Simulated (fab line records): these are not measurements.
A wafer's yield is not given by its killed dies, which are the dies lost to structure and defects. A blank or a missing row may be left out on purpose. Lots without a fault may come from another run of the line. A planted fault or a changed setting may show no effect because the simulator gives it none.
Which tool did it? ; flow nandHarc ; Sampling: 12 lots, 36 wafers, 6 of 1159 route steps

## WHAT THE GAUGES SHOWED, per wafer
NHARC_P_GATE_CD_MEAS_59: target cd 720 nm. Usual: cdNm 719.5 nm, standard deviation 2.
lot;measured;on;cdNm (nm);flag
L150;day 6 01:37;cdSem-02;719.6 716.7 718.4;
L151;day 6 02:55;cdSem-01;719.6 723.9 722.5;
L153;day 6 07:59;cdSem-01;719.7 722.2 721.2;
L152;day 6 08:14;cdSem-02;718.9 720.4 719.6;
L156;day 7 01:59;cdSem-03;719.5 718.2 722.4;
L154;day 7 02:31;cdSem-03;720.0 722.4 723.4;
L157;day 7 13:05;cdSem-02;719.4 719.1 723.5;
L158;day 7 13:34;cdSem-02;720.0 721.1 717.0;
L159;day 8 14:29;cdSem-03;714.8 715.1 717.9;
L167;day 9 20:15;cdSem-01;645.9 646.3 651.9;OFF
L166;day 9 21:19;cdSem-02;649.9 649.4 647.3;OFF
L170;day 10 20:42;cdSem-01;719.6 719.7 718.7;

NHARC_END_SORT_01. Usual: killedAtArray 28, standard deviation 8.6; killedAtOther 0.7, standard deviation 1.2; killedAtPeriphery 3.1, standard deviation 2.3; killedDies 32, standard deviation 8.7; killedOpen 3.2, standard deviation 1.7; killedShort 2.0, standard deviation 1.5.
lot;measured;on;killedAtArray;killedAtOther;killedAtPeriphery;killedDies;killedOpen;killedShort;flag
L159;day 22 05:23;prober-01;39 33 48;0 0 0;1 0 3;40 33 51;3 1 2;1 0 3;
L167;day 23 20:45;prober-02;23 16 21;0 0 0;9 7 13;32 23 34;3 2 2;4 2 2;
L166;day 24 02:55;prober-02;31 28 34;0 0 0;11 9 5;42 37 39;1 3 4;0 1 2;

## WHICH TOOL RAN EACH LOT (tool, then ch and the chambers of the sampled wafers, then the start)
lot;NHARC_P_GATE_ETCH_32;NHARC_P_GATE_DESCUM_48;NHARC_P_GATE_PEB_57;NHARC_P_GATE_STRIP_76
L150;rieSi-04 ch 1,2,3, day 5 12:23;rieDiel-02 ch 0,2,3, day 6 00:03;lithoTrack-02 ch 0, day 6 01:32;plasmaAsher-02 ch 0,1, day 6 02:27
L151;rieSi-02 ch 1,3, day 5 13:56;rieDiel-08 ch 1,2, day 6 01:28;lithoTrack-05 ch 0, day 6 02:50;plasmaAsher-02 ch 0,1, day 6 03:43
L153;rieSi-02 ch 0,2,3, day 5 19:01;rieDiel-02 ch 0,1,2, day 6 06:24;lithoTrack-05 ch 0, day 6 07:54;plasmaAsher-01 ch 0,1, day 6 08:47
L152;rieSi-04 ch 0,1,3, day 5 19:29;rieDiel-04 ch 0,2,3, day 6 06:48;lithoTrack-02 ch 0, day 6 08:09;plasmaAsher-02 ch 0,1, day 6 09:03
L156;rieSi-06 ch 0,1,2, day 6 12:58;rieDiel-02 ch 0,1,2, day 7 00:25;lithoTrack-07 ch 0, day 7 01:54;plasmaAsher-01 ch 0,1, day 7 02:46
L154;rieSi-02 ch 0,1,2, day 6 13:34;rieDiel-02 ch 1,2, day 7 01:02;lithoTrack-07 ch 0, day 7 02:25;plasmaAsher-02 ch 0,1, day 7 03:19
L157;rieSi-02 ch 0,3, day 7 00:10;rieDiel-04 ch 0,1,3, day 7 11:38;lithoTrack-07 ch 0, day 7 12:59;plasmaAsher-01 ch 0,1, day 7 13:53
L158;rieSi-06 ch 0,1,3, day 7 00:10;rieDiel-04 ch 0,1, day 7 11:48;lithoTrack-02 ch 0, day 7 13:29;plasmaAsher-02 ch 0, day 7 14:23
L159;rieSi-06 ch 0,1, day 8 01:07;rieDiel-08 ch 0,2,3, day 8 12:49;lithoTrack-02 ch 0, day 8 14:23;plasmaAsher-01 ch 0,1, day 8 15:17
L167;rieSi-02 ch 1,2,3, day 9 07:11;rieDiel-02 ch 1,2, day 9 18:39;lithoTrack-05 ch 0, day 9 20:09;plasmaAsher-01 ch 0,1, day 9 21:04
L166;rieSi-04 ch 1,2, day 9 08:28;rieDiel-02 ch 0,2, day 9 19:47;lithoTrack-05 ch 0, day 9 21:13;plasmaAsher-01 ch 0,1, day 9 22:06
L170;rieSi-04 ch 2,3, day 10 07:46;rieDiel-02 ch 0,3, day 10 19:07;lithoTrack-02 ch 0, day 10 20:37;plasmaAsher-01 ch 0,1, day 10 21:31
- NHARC_P_GATE_ETCH_32: etches the open film in HBr/Cl2, target depth 150 nm, time 100.1 s.
- NHARC_P_GATE_DESCUM_48: chemistry O2, time 3 s.
- NHARC_P_GATE_PEB_57: peb time 85 s.
- NHARC_P_GATE_STRIP_76: strips in O2.

## WHAT THE TOOLS THEMSELVES READ (means of the sampled wafers that have a number; where no wafer has one, the mark that the record gives instead)
NHARC_P_GATE_ETCH_32. Usual: drypumpMotorCurrentA 5.6 A, standard deviation 0.45; oesProductAu 0.996 a.u., standard deviation 0.0092; throttleValvePct 26.406 %, standard deviation 0.0097.
lot;tool;drypumpMotorCurrentA (A);oesProductAu (a.u.);throttleValvePct (%);flag
L150;rieSi-04;6.2;0.995;26.406;
L151;rieSi-02;5.5;0.993;26.406;
L153;rieSi-02;5.6;1.001;26.395;
L152;rieSi-04;6.1;0.987;26.397;
L156;rieSi-06;5.2;1.002;26.402;
L154;rieSi-02;5.6;1.002;26.416;
L157;rieSi-02;5.8;0.998;26.402;
L158;rieSi-06;5.4;0.991;26.407;
L159;rieSi-06;5.1;1.001;26.410;
L167;rieSi-02;5.4;0.998;26.404;
L166;rieSi-04;6.2;0.994;26.412;
L170;rieSi-04;6.2;0.995;26.397;

NHARC_P_GATE_DESCUM_48. Usual: drypumpMotorCurrentA 5.6 A, standard deviation 0.36; oesProductAu 0.995 a.u., standard deviation 0.0097; rfVppV 58.1 V, standard deviation 0.86; showerheadPlenumPTorr 1.95 Torr, standard deviation 0.049; throttleValvePct 11.311 %, standard deviation 0.0091.
lot;tool;drypumpMotorCurrentA (A);oesProductAu (a.u.);rfVppV (V);showerheadPlenumPTorr (Torr);throttleValvePct (%);flag
L150;rieDiel-02;5.6;0.986;57.3;1.93;11.317;
L151;rieDiel-08;5.6;0.993;58.1;2.04;11.309;
L153;rieDiel-02;5.7;0.998;58.9;1.94;11.306;
L152;rieDiel-04;5.8;0.996;58.3;1.94;11.314;
L156;rieDiel-02;5.7;0.987;57.2;1.94;11.318;
L154;rieDiel-02;5.9;0.984;57.4;1.92;11.307;
L157;rieDiel-04;5.6;0.994;58.6;1.95;11.305;
L158;rieDiel-04;5.6;1.006;57.4;1.96;11.311;
L159;rieDiel-08;5.6;1.006;58.1;1.97;11.313;
L167;rieDiel-02;5.9;0.988;58.9;1.92;11.315;
L166;rieDiel-02;5.7;0.983;57.4;1.91;11.309;
L170;rieDiel-02;5.2;0.998;57.9;1.95;11.316;

NHARC_P_GATE_PEB_57. Usual: heaterPowerTotalW 163.99 W, standard deviation 0.27; plateTempC 118.00 C, standard deviation 0.16; resistLineTempC 23.00 C, standard deviation 0.12.
lot;tool;heaterPowerTotalW (W);plateTempC (C);resistLineTempC (C);flag
L150;lithoTrack-02;163.90;118.16;22.88;
L151;lithoTrack-05;163.89;117.85;23.15;
L153;lithoTrack-05;164.25;117.71;23.05;
L152;lithoTrack-02;163.94;118.00;23.03;
L156;lithoTrack-07;164.13;118.01;22.94;
L154;lithoTrack-07;164.17;118.13;23.01;
L157;lithoTrack-07;163.75;118.03;22.99;
L158;lithoTrack-02;164.14;118.16;23.02;
L159;lithoTrack-02;163.93;118.11;22.91;
L167;lithoTrack-05;133.16;101.29;22.98;OFF
L166;lithoTrack-05;133.28;101.16;22.84;OFF
L170;lithoTrack-02;163.82;118.11;22.89;

NHARC_P_GATE_STRIP_76. Usual: drypumpMotorCurrentA 5.70 A, standard deviation 0.22; heaterPowerW 320 W, standard deviation 45.
lot;tool;drypumpMotorCurrentA (A);heaterPowerW (W);flag
L150;plasmaAsher-02;5.90;305;
L151;plasmaAsher-02;5.90;275;
L153;plasmaAsher-01;5.51;345;
L152;plasmaAsher-02;5.88;307;
L156;plasmaAsher-01;5.49;342;
L154;plasmaAsher-02;5.92;275;
L157;plasmaAsher-01;5.59;354;
L158;plasmaAsher-02;5.93;240;
L159;plasmaAsher-01;5.48;335;
L167;plasmaAsher-01;5.55;354;
L166;plasmaAsher-01;5.48;343;
L170;plasmaAsher-01;5.61;351;

## THE ANSWER, worked out from the rows above alone
Rule: take the mean of a lot's wafers that have a number; if it is more than 3 standard deviations from the usual mean, the lot is off. Also off: a lot with no number at a reading for which 4 or more lots have one. Where the step has rows for the other lots, those lots are counted as sound. First the gauges in route order, then the tools' own readings, where a lot's mean is used as printed above. The first step at which some lot is off is used, and at that step the reading that is off furthest; a lot without a number counts as furthest.
Off, at NHARC_P_GATE_CD_MEAS_59 on cdNm: L167, L166.
If a tool, at a process step before that reading, ran all the lots that are off and no sound lot after the first of them, it fits. Not tried: the gauges at NHARC_P_GATE_CD_MEAS_59; whatever is off there is also off at NHARC_P_GATE_PEB_57, on other tools, and gauge error can't account for it. One candidate fits, namely lithoTrack-05 at NHARC_P_GATE_PEB_57. Its last sound lot is L153 (day 6 07:54), its first lot that is off L167 (day 9 20:09): a fault that began between those two fits.
The tool's own readings at NHARC_P_GATE_PEB_57 bear it out: on the lots that are off they differ by more than 5 times the standard deviation of the sound lots' means. heaterPowerTotalW reads 133.22 W there against 163.99 W on the sound lots; plateTempC reads 101.22 C there against 118.03 C on the sound lots.

## WHAT THE SIMULATOR HAD PUT IN
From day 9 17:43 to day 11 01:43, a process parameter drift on lithoTrack-05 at NHARC_P_GATE_PEB_57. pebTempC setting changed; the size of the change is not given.
Struck lots among those shown: L167, L166. Same finding as the rule above.
